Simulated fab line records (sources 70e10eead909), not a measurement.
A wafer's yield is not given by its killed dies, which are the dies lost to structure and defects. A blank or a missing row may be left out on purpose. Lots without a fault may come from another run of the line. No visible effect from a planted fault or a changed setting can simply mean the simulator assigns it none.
fab line records	flow nand-harc
record: lots: 7	wafers: 21	last-day: 31
route steps=1302 shown A_STAIRCASE@872 END@1302
lots with no fault: from the same line, run without faults
start-h: hours from the record's opening day to when the first of the lot's shown wafers began	wait-h: hours elapsed since this lot's preceding step	" unchanged from the row above	L1.1+2: a row that stands for several wafers	- no value present, or no start provided	* or withheld: withheld	< > ~ a bound
route shown NAME@n: names a module that has steps shown in the file, with the first one's number in the route	usual: mean and standard deviation over wafers with no fault	same: alike in all rows	chamber/n: place in a boat	sites: readings site by site	_std_site: the values' standard deviation	_edge_site: mean of outer sites minus mean of inner sites	radius-mm: for every site, how far away it sits from the centre of the wafer	mask NAME#n: copy n	behind: the last tool/chamber to shape the wafer	hold: the reason the lot was held/the length of the hold in hours/how it ended	device: the n, p or np transistor that did not switch	end of line: the route-end tests of the same wafers	a step with no rows: only its recipe	killed: dies that structure and defects cost at the first sort, which is not the same as the wafer's yield	map: a wafer's dies, marking killed ones x, the rest . and places with no die _
set.NAME: setting as actually run; set.NAME@STEP: the setting as run at that earlier step	model.NAME: the simulator's own value behind a step, which no gauge read
lots at some steps of the route; a table a step, a row a wafer
services: from which hour (start-h, from the record's first day; less than 0 if before it) a tool's chamber was out of use, for how many hours, and why
== steps ==
step: NHARC_A_STAIRCASE_STRIP_446
recipe: power-w: 1500	temp-c: 250	chemistry: O2
usual: drypump-motor-current-A: 5.3/0.52	heater-power-w: 339/14
lot.wafer	tool	chamber	start-h	wait-h	drypump-motor-current-A	heater-power-w	rf-hours-counter-h
L142.4	plasma-asher-02	0	454.10	0.1	4.8	334	-
L142.6	"	0	"	"	4.8	324	-
L142.5	"	1	"	"	5.2	322	-
L150.2	plasma-asher-01	1	533.80	0.0	6.2	369	1
L150.1	"	0	"	"	5.7	341	1
L150.4	"	0	"	"	5.7	326	-
L154.2	plasma-asher-02	0	576.07	0.1	4.8	323	29
L154.4	"	1	"	"	5.2	323	-
L154.3	"	0	"	"	4.8	327	-
L152.1	plasma-asher-01	1	576.12	0.1	6.2	363	8
L152.4	"	0	"	"	5.7	325	-
L152.6	"	1	"	"	6.2	363	-
L153.3	plasma-asher-01	1	577.40	0.1	6.2	373	-
L153.5	"	1	"	"	6.2	371	-
L153.6	"	0	"	"	5.7	324	-
L159.1	plasma-asher-02	0	626.89	0.0	4.8	345	3
L159.3	"	0	"	"	4.8	340	-
L159.6	"	1	"	"	5.2	335	-
L157.2	plasma-asher-02	0	627.89	0.1	4.8	348	3
L157.4	"	1	"	"	5.2	327	-
L157.6	"	0	"	"	4.8	344	-
step: NHARC_A_STAIRCASE_STRIP_447
recipe: time-s: 900	temp-c: 130	chemistry: SPM
step: NHARC_A_STAIRCASE_PRECLEAN_448
recipe: time-s: *	temp-c: 50	bath-age-min: 0	chemistry: SC1
step: NHARC_A_STAIRCASE_SRD_449
step: NHARC_A_STAIRCASE_CMP_450
recipe: target-thk-nm: 200	material: SiO2
usual: motor-current-A: 12.4/1.2	slurry-filter-dp-kPa: 13.51/0.14
lot.wafer	tool	chamber	start-h	wait-h	motor-current-A	slurry-filter-dp-kPa
L142.4	cmp-01	3	454.83	-	12.2	13.63
L142.6	"	1	"	"	12.2	13.37
L142.5	"	2	"	"	13.0	13.60
L150.1	cmp-02	3	534.60	-	13.5	13.58
L150.4	"	0	"	"	14.2	13.33
L150.2	"	2	"	"	11.8	13.55
L154.2	cmp-01	0	576.84	-	13.2	13.59
L154.4	"	1	"	"	13.3	13.71
L154.3	"	2	"	"	13.4	13.46
L152.1	cmp-03	1	576.98	-	10.8	13.38
L152.4	"	2	"	"	9.7	13.62
L152.6	"	1	"	"	10.8	13.42
L153.3	cmp-03	0	578.13	-	10.2	13.44
L153.6	"	3	"	"	12.3	13.42
L153.5	"	0	"	"	10.4	13.47
L159.1	cmp-01	2	627.70	-	13.5	13.45
L159.3	"	0	"	"	12.9	13.52
L159.6	"	2	"	"	13.0	13.52
L157.2	cmp-01	0	628.66	-	12.9	13.36
L157.4	"	2	"	"	13.3	13.58
L157.6	"	0	"	"	12.6	13.72
step: NHARC_A_STAIRCASE_CMP_152
usual: motor-current-A: 12.3/1.1	slurry-filter-dp-kPa: 13.51/0.14
lot.wafer	tool	chamber	start-h	wait-h	motor-current-A	slurry-filter-dp-kPa
L142.4	cmp-01	3	454.91	0.1	13.6	13.38
L142.6	"	1	"	"	12.5	13.44
L142.5	"	2	"	"	13.2	13.84
L150.1	cmp-02	3	534.67	0.1	13.2	13.39
L150.4	"	0	"	"	13.3	13.50
L150.2	"	2	"	"	12.3	13.41
L154.2	cmp-01	0	576.91	0.1	13.1	13.76
L154.4	"	1	"	"	12.6	13.50
L154.3	"	2	"	"	13.1	13.28
L152.1	cmp-03	1	577.05	0.1	10.5	13.46
L152.4	"	2	"	"	9.4	13.41
L152.6	"	1	"	"	10.8	13.68
L153.3	cmp-03	0	578.21	0.1	10.8	13.46
L153.6	"	3	"	"	12.3	13.80
L153.5	"	0	"	"	10.3	13.56
L159.1	cmp-01	2	627.78	0.1	13.2	13.52
L159.3	"	0	"	"	12.6	13.59
L159.6	"	2	"	"	12.9	13.41
L157.2	cmp-01	0	628.73	0.1	12.5	13.48
L157.4	"	2	"	"	13.2	13.57
L157.6	"	0	"	"	12.7	13.46
step: NHARC_A_STAIRCASE_SRD_154
step: NHARC_A_STAIRCASE_ETCH_403
recipe: target-depth-a: 1082	chemistry: dHF	material: SiO2
step: NHARC_A_STAIRCASE_ETCHBACK_422
recipe: target-depth-a: 400	over-etch-frac: 0.3	time-s: 74.286	ion-energy-ev: 120	ch3f-flow-sccm: 50	o2-flow-sccm: 30	ar-flow-sccm: 200	rf-w: 500	bias-w: 100	chemistry: CH3F/O2
usual: drypump-motor-current-A: 6.0/0.54	mfc-ar-sccm: 199.9/0.61	oes-product-au: 0.96/0.038	rf-vpp-V: 243.8/1.6	showerhead-plenum-p-Torr: 2.42/0.097	throttle-valve-pct: 20.664/0.0098
lot.wafer	tool	chamber	start-h	wait-h	drypump-motor-current-A	mfc-ar-sccm	oes-product-au	rf-hours-counter-h	rf-vpp-V	showerhead-plenum-p-Torr	throttle-valve-pct
L142.4	rie-diel-05	1	455.34	0.1	5.0	199.8	0.99	13	245.0	2.51	20.658
L142.5	"	1	"	"	4.9	200.6	1.00	-	243.6	2.51	20.675
L142.6	"	2	"	"	5.7	199.2	1.00	-	241.4	2.29	20.657
L150.1	rie-diel-01	0	535.15	0.2	6.7	200.2	1.00	44	242.6	2.30	20.679
L150.4	"	1	"	"	6.0	199.7	1.00	36	244.8	2.43	20.671
L150.2	"	2	"	"	6.2	199.7	1.00	40	242.4	2.40	20.666
L154.3	rie-diel-05	2	577.43	0.2	5.7	201.3	0.92	61	243.4	2.27	20.674
L154.2	"	3	"	"	5.2	200.8	0.92	63	245.7	2.50	20.657
L154.4	"	2	"	"	5.7	200.4	0.93	-	242.2	2.27	20.658
L152.1	rie-diel-04	2	577.50	0.1	5.2	200.9	1.02	12	245.1	2.48	20.667
L152.4	"	1	"	"	5.6	198.9	1.01	8	244.0	2.38	20.661
L152.6	"	2	"	"	5.2	200.5	1.01	-	245.5	2.48	20.661
L153.3	rie-diel-05	2	578.65	0.1	5.7	200.3	0.99	61	240.1	2.27	20.675
L153.6	"	2	"	"	5.7	200.5	1.00	-	241.6	2.27	20.660
L153.5	"	1	"	"	4.9	199.6	0.98	-	245.1	2.49	20.687
L159.3	rie-diel-04	1	628.23	0.1	5.6	200.6	0.93	24	244.0	2.37	20.657
L159.1	"	0	"	"	5.5	199.7	0.92	26	243.8	2.39	20.677
L159.6	"	1	"	"	5.6	199.7	0.92	-	242.8	2.37	20.638
L157.2	rie-diel-05	2	629.23	0.2	5.7	198.7	1.00	14	245.5	2.65	20.656
L157.4	"	0	"	"	6.0	200.1	1.00	-	241.8	2.30	20.648
L157.6	"	2	"	"	5.7	199.5	1.00	-	245.1	2.65	20.662
step: NHARC_A_STAIRCASE_ETCH_423
recipe: target-depth-a: 300	chemistry: dHF	material: SiO2
step: NHARC_A_STAIRCASE_ETCHBACK_157
recipe: target-depth-a: 900	over-etch-frac: 0.3	time-s: 167.14	ion-energy-ev: 120	ch3f-flow-sccm: 50	o2-flow-sccm: 30	ar-flow-sccm: 200	rf-w: 500	bias-w: 100	chemistry: CH3F/O2
usual: drypump-motor-current-A: 5.8/0.53	mfc-ar-sccm: 199.9/0.58	oes-product-au: 0.97/0.032	rf-vpp-V: 243.9/1.6	showerhead-plenum-p-Torr: 2.42/0.096	throttle-valve-pct: 20.663/0.0089
lot.wafer	tool	chamber	start-h	wait-h	drypump-motor-current-A	mfc-ar-sccm	oes-product-au	rf-hours-counter-h	rf-vpp-V	showerhead-plenum-p-Torr	throttle-valve-pct
L142.4	rie-diel-05	2	455.72	0.2	5.7	200.0	1.00	11	240.8	2.29	20.665
L142.6	"	1	"	"	4.9	200.1	0.99	-	246.2	2.51	20.658
L142.5	"	2	"	"	5.7	200.5	1.00	-	242.2	2.29	20.655
L150.1	rie-diel-01	2	535.52	0.2	6.1	201.0	1.00	40	244.4	2.40	20.658
L150.2	"	3	"	"	6.3	200.9	0.97	35	243.0	2.42	20.663
L150.4	"	0	"	"	6.7	199.6	1.00	44	240.8	2.30	20.668
L152.1	rie-diel-05	2	577.86	0.2	5.7	200.7	0.93	61	242.1	2.27	20.672
L152.4	"	2	"	"	5.7	200.6	0.93	-	241.8	2.27	20.670
L152.6	"	1	"	"	4.9	200.2	0.91	-	244.4	2.49	20.666
L154.3	rie-diel-04	1	577.87	0.2	5.6	200.7	1.01	8	243.7	2.38	20.666
L154.4	"	2	"	"	5.2	200.4	1.02	12	244.3	2.48	20.668
L154.2	"	0	"	"	5.4	200.2	1.01	9	243.7	2.39	20.684
L153.3	rie-diel-05	0	579.05	0.2	6.0	200.3	0.93	55	242.2	2.31	20.654
L153.6	"	3	"	"	5.3	199.5	0.98	-	244.2	2.50	20.669
L153.5	"	0	"	"	6.0	200.1	0.93	-	241.1	2.31	20.674
L159.1	rie-diel-01	2	628.58	0.2	6.2	199.9	1.00	29	243.9	2.39	20.660
L159.3	"	3	"	"	6.3	200.7	1.01	27	244.2	2.40	20.667
L159.6	"	3	"	"	6.3	199.6	1.01	-	242.3	2.40	20.663
L157.2	rie-diel-05	1	629.60	0.1	4.9	200.8	1.00	14	245.4	2.49	20.663
L157.4	"	2	"	"	5.7	200.4	1.01	-	246.7	2.65	20.663
L157.6	"	0	"	"	6.0	199.0	0.98	-	242.1	2.30	20.653
step: NHARC_A_STAIRCASE_STRIP_475
recipe: time-s: 20	o2-flow-sccm: 500	ar-flow-sccm: 0	bias-w: 0	chemistry: O2
usual: bias-w: 0/0	chamber-pressure-mTorr: 59.99/0.094	drypump-motor-current-A: 5.9/0.54	mfc-ar-sccm: 0.009/0.013	oes-product-au: 0.999/0.011	rf-vpp-V: 57.7/0.85	showerhead-plenum-p-Torr: 3.47/0.14	throttle-valve-pct: 17.037/0.008
lot.wafer	tool	chamber	start-h	wait-h	bias-w	chamber-pressure-mTorr	drypump-motor-current-A	mfc-ar-sccm	oes-product-au	rf-hours-counter-h	rf-vpp-V	showerhead-plenum-p-Torr	throttle-valve-pct
L142.4	rie-diel-05	2	455.90	-	0	60.02	5.8	0.034	0.999	11	56.5	3.29	17.036
L142.6	"	3	"	"	0	59.99	5.3	0	0.991	-	56.3	3.61	17.049
L142.5	"	0	"	"	0	59.94	6.0	0	1.005	-	57.8	3.34	17.032
L150.2	rie-diel-01	1	535.69	-	0	60.08	6.1	0	1.009	37	58.7	3.48	17.030
L150.4	"	2	"	"	0	59.91	6.2	0	1.009	41	58.2	3.45	17.042
L150.1	"	3	"	"	0	59.98	6.3	0	1.010	35	58.9	3.47	17.050
L154.2	rie-diel-04	2	578.06	-	-	-	-	-	-	-	-	-	-
L154.3	"	0	"	"	-	-	-	-	-	-	-	-	-
L154.4	"	1	"	"	-	-	-	-	-	-	-	-	-
L152.1	rie-diel-05	1	578.09	0.2	-	-	-	-	-	-	-	-	-
L152.4	"	1	"	"	-	-	-	-	-	-	-	-	-
L152.6	"	3	"	"	-	-	-	-	-	-	-	-	-
L153.3	rie-diel-05	1	579.22	-	-	-	-	-	-	-	-	-	-
L153.5	"	1	"	"	-	-	-	-	-	-	-	-	-
L153.6	"	2	"	"	-	-	-	-	-	-	-	-	-
L159.3	rie-diel-01	1	628.77	-	0	59.99	6.1	0	0.999	23	57.3	3.47	17.046
L159.1	"	2	"	"	0	60.03	6.2	0	0.986	29	57.0	3.44	17.037
L159.6	"	1	"	"	0	59.96	6.1	0	0.992	-	56.3	3.47	17.018
L157.2	rie-diel-05	1	629.83	0.2	0	60.07	4.9	0.032	0.994	14	57.5	3.57	17.042
L157.6	"	2	"	"	0	60.00	5.7	0.034	1.006	-	59.0	3.80	17.031
L157.4	"	1	"	"	0	60.00	4.9	0.032	0.997	-	58.1	3.57	17.035
step: NHARC_A_STAIRCASE_DEP_471
recipe: target-thk-a: 1000	temp-c: 400	pressure-torr: 6.5	rf-w: 900	teos-flow-sccm: 161.4	flow-sccm: 2650	target-thk-nm: 100	gas: O2	material: SiO2
step: NHARC_END_SORT_01
recipe: temp-c: 25
usual: killed-at-array: 62/22	killed-at-other: 1.0/1.4	killed-at-periphery: 4.2/2.8	killed-dies: 67/23	killed-open: 3.1/1.7	killed-short: 2.1/1.5
same: gross-dies: 677
lot.wafer	tool	chamber	start-h	wait-h	killed-at-array	killed-at-other	killed-at-periphery	killed-dies	killed-open	killed-short
L142.4	prober-01	0	582.48	3.4	59	0	11	70	5	4
L142.5	prober-01	0	583.28	3.7	47	0	10	57	4	4
L142.6	prober-01	0	584.08	4.0	49	0	6	55	2	2
L153.3	prober-01	0	708.03	3.1	57	0	4	61	3	2
L153.5	prober-01	0	709.63	3.7	59	0	2	61	4	1
L153.6	prober-01	0	710.43	4.0	52	1	4	57	9	0
L159.1	prober-02	0	748.64	2.5	69	1	1	71	2	1
L159.3	prober-02	0	750.23	3.1	71	2	3	76	3	2
L159.6	prober-02	0	752.61	4.0	78	2	5	85	3	3
L157.2	prober-01	0	749.40	2.8	110	0	9	119	2	2
L157.4	prober-01	0	750.98	3.4	104	0	8	112	3	1
L157.6	prober-01	0	752.56	4.0	85	0	10	95	1	1
killed by level:class
L142.4 A_SLIT:chamber-film-flake=26 A_CHANNEL_HOLE_D2:chamber-film-flake=9 P_M0:chamber-film-flake=7 A_CONTACT:chamber-film-flake=7 A_CHANNEL_HOLE_D1:chamber-film-flake=4 A_STAIRCASE:chamber-film-flake=4 A_CHANNEL_FILL_D1:geometric-particle:open=2 A_ONON_D2:geometric-particle:open=2
L142.5 A_SLIT:chamber-film-flake=22 A_CHANNEL_HOLE_D2:chamber-film-flake=12 P_M0:chamber-film-flake=5 P_GATE:chamber-film-flake=4 A_CHANNEL_FILL_D1:geometric-particle:short=3 A_CHANNEL_HOLE_D1:chamber-film-flake=3 A_CONTACT:chamber-film-flake=2 P_CONTACT:geometric-particle:open=1
L142.6 A_SLIT:chamber-film-flake=19 A_CHANNEL_HOLE_D2:chamber-film-flake=16 A_CONTACT:chamber-film-flake=7 P_M0:chamber-film-flake=5 A_STAIRCASE:chamber-film-flake=3 A_CHANNEL_FILL_D1:geometric-particle:short=2 P_M0:geometric-particle:open=1 A_CONTACT:geometric-particle:open=1
L153.3 A_CHANNEL_HOLE_D2:chamber-film-flake=32 A_CHANNEL_HOLE_D1:chamber-film-flake=13 P_BONDPAD:chamber-film-flake=3 A_CONTACT:chamber-film-flake=3 A_DECK1_JOINT:geometric-particle:open=2 A_SLIT:chamber-film-flake=2 A_WL_FILL:chamber-film-flake=2 A_ONON_D2:geometric-particle:short=1
L153.5 A_CHANNEL_HOLE_D2:chamber-film-flake=34 A_CHANNEL_HOLE_D1:chamber-film-flake=10 A_CONTACT:chamber-film-flake=5 A_STAIRCASE:chamber-film-flake=2 A_WL_FILL:chamber-film-flake=2 P_CONTACT:geometric-particle:open=1 A_CHANNEL_HOLE_D1:geometric-particle:short=1 A_CHANNEL_HOLE_D1:geometric-particle:open=1
L153.6 A_CHANNEL_HOLE_D2:chamber-film-flake=30 A_CHANNEL_HOLE_D1:chamber-film-flake=8 A_CONTACT:chamber-film-flake=4 P_CONTACT:geometric-particle:open=2 A_CONTACT:geometric-particle:open=2 A_WL_FILL:chamber-film-flake=2 P_GATE:geometric-particle:open=1 A_SOURCE_PLATE:geometric-particle:open=1
L159.1 A_CHANNEL_HOLE_D2:chamber-film-flake=25 A_CHANNEL_HOLE_D1:chamber-film-flake=21 A_CONTACT:chamber-film-flake=8 A_SLIT:chamber-film-flake=4 A_BLC:chamber-film-flake=3 A_STAIRCASE:chamber-film-flake=2 A_WL_FILL:chamber-film-flake=2 A_CHANNEL_FILL_D1:geometric-particle:open=1
L157.2 A_SLIT:chamber-film-flake=32 A_CHANNEL_HOLE_D1:chamber-film-flake=28 A_CHANNEL_HOLE_D2:chamber-film-flake=28 A_STAIRCASE:chamber-film-flake=12 A_CONTACT:chamber-film-flake=5 P_STI:chamber-film-flake=3 P_M2:chamber-film-flake=2 P_CONTACT:geometric-particle:open=1
L159.3 A_CHANNEL_HOLE_D2:chamber-film-flake=31 A_CHANNEL_HOLE_D1:chamber-film-flake=16 A_SLIT:chamber-film-flake=8 A_BLC:chamber-film-flake=4 A_STAIRCASE:chamber-film-flake=3 P_GATE:chamber-film-flake=2 A_CONTACT:chamber-film-flake=2 THIN_TSV:chamber-film-flake=2
L157.4 A_CHANNEL_HOLE_D1:chamber-film-flake=32 A_SLIT:chamber-film-flake=24 A_CHANNEL_HOLE_D2:chamber-film-flake=22 A_CONTACT:chamber-film-flake=12 A_STAIRCASE:chamber-film-flake=9 P_M2:chamber-film-flake=3 A_CONTACT:geometric-particle:open=2 P_STI:chamber-film-flake=2
L157.6 A_CHANNEL_HOLE_D1:chamber-film-flake=26 A_SLIT:chamber-film-flake=25 A_CHANNEL_HOLE_D2:chamber-film-flake=21 A_STAIRCASE:chamber-film-flake=7 P_STI:chamber-film-flake=4 A_CONTACT:chamber-film-flake=4 P_ZERO_WELL:chamber-film-flake=3 P_M2:chamber-film-flake=3
L159.6 A_CHANNEL_HOLE_D2:chamber-film-flake=36 A_CHANNEL_HOLE_D1:chamber-film-flake=24 A_CONTACT:chamber-film-flake=4 A_STAIRCASE:chamber-film-flake=3 A_BLC:chamber-film-flake=3 A_WL_FILL:geometric-particle:short=2 P_GATE:chamber-film-flake=2 A_SLIT:chamber-film-flake=2
== services ==
tool	chamber	start-h	hours	kind
cmp-01	-	431.42	0.5	repair
rie-diel-01	3	432.83	5.4	repair
cmp-03	-	456.04	4.0	pm
cmp-01	-	471.15	0.8	repair
cmp-01	-	479.52	4.0	pm
cmp-03	-	492.90	1.2	repair
rie-diel-01	3	518.23	14.8	repair
cmp-03	-	518.68	1.1	repair
plasma-asher-01	-	519.73	9.0	pm
rie-diel-04	-	533.38	9.0	pm
cmp-01	-	539.35	1.3	repair
rie-diel-01	1	541.13	11.0	repair
rie-diel-05	0	541.14	4.4	repair
cmp-01	-	542.23	0.2	repair
cmp-03	-	554.04	4.0	pm
rie-diel-01	-	559.01	9.0	pm
rie-diel-05	0	571.25	7.7	repair
cmp-01	-	577.52	4.0	pm
rie-diel-05	-	584.74	9.0	pm
rie-diel-04	2	591.69	4.0	repair
plasma-asher-02	-	603.08	9.0	pm
cmp-03	-	606.54	1.1	repair
rie-diel-04	2	620.67	3.5	repair
rie-diel-05	3	621.63	9.3	repair
== key ==
first-sign: step: NHARC_A_STAIRCASE_STRIP_475	reading: tool-record	direction: missing
effect none on later readings
met-at NHARC_A_STAIRCASE_STRIP_475
struck-wafers L152.1,L152.4,L152.6,L153.3,L153.5,L153.6,L154.2,L154.3,L154.4
tester-left-out L152,L153,L154
onset-between 455.90 578.06
fault: kind: skipped-step-whole	tool: rie-diel-04,rie-diel-05	chamber: -	onset-h: 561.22	steps: NHARC_A_STAIRCASE_STRIP_475	scope: struck-lots-only
tester-left-out: of these lots the tester's yield and bins aren't shown, on N5 and GAA mostly nor the transistor test; their killed dies are dies lost to structure and defects alone, not to doping, threshold or leakage, so they don't give the yield
